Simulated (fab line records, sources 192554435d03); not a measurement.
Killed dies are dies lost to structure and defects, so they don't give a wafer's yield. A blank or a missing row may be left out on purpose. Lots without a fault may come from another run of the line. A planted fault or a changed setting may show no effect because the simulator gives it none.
Chamber matching | flow n5_finfet | N5_GATE_CUT_STRIP_42 on rie_diel-06: 4 sister chambers
The step strips in O2. 4 wafers are shown with their chamber, then 8 later ones without.

WAFERS WITH THEIR CHAMBER
wafer  | chamber | drypump_motor_current_A (A)
L085.1 | 3       | 6.0
L087.2 | 0       | 5.4
L087.3 | 2       | 5.9
L096.1 | 1       | 6.2

WAFERS WITHOUT THEIR CHAMBER
wafer  | drypump_motor_current_A (A)
L096.4 | 5.4
L096.6 | 6.0
L097.1 | 6.0
L097.2 | 5.9
L097.3 | 6.2
L097.4 | 5.5
L097.5 | 6.0
L097.6 | 5.9

WHICH CHAMBER EACH WENT THROUGH
wafer  | from the rows above | in truth
L096.4 | 0                   | 0
L096.6 | 3                   | 3
L097.1 | 3                   | 3
L097.2 | 2                   | 2
L097.3 | 1                   | 1
L097.4 | 0                   | 0
L097.5 | 3                   | 3
L097.6 | 2                   | 2
Placed correctly: 8 of 8. Can't be placed from these rows: 0. Placed wrongly: 0.
How it was worked out, from the rows above alone: a wafer's distance from a chamber is the root of the sum, over the readings, of the square of ((its reading less the chamber's mean) divided by the reading's scatter). The wafer belongs to the nearest chamber; if the next one is less than 2 further off, it can't be placed. A chamber's mean is the mean of its shown wafers. The scatter: with one shown wafer a chamber, the root of the mean of the squares of how far each hidden wafer lies from its nearest shown one.
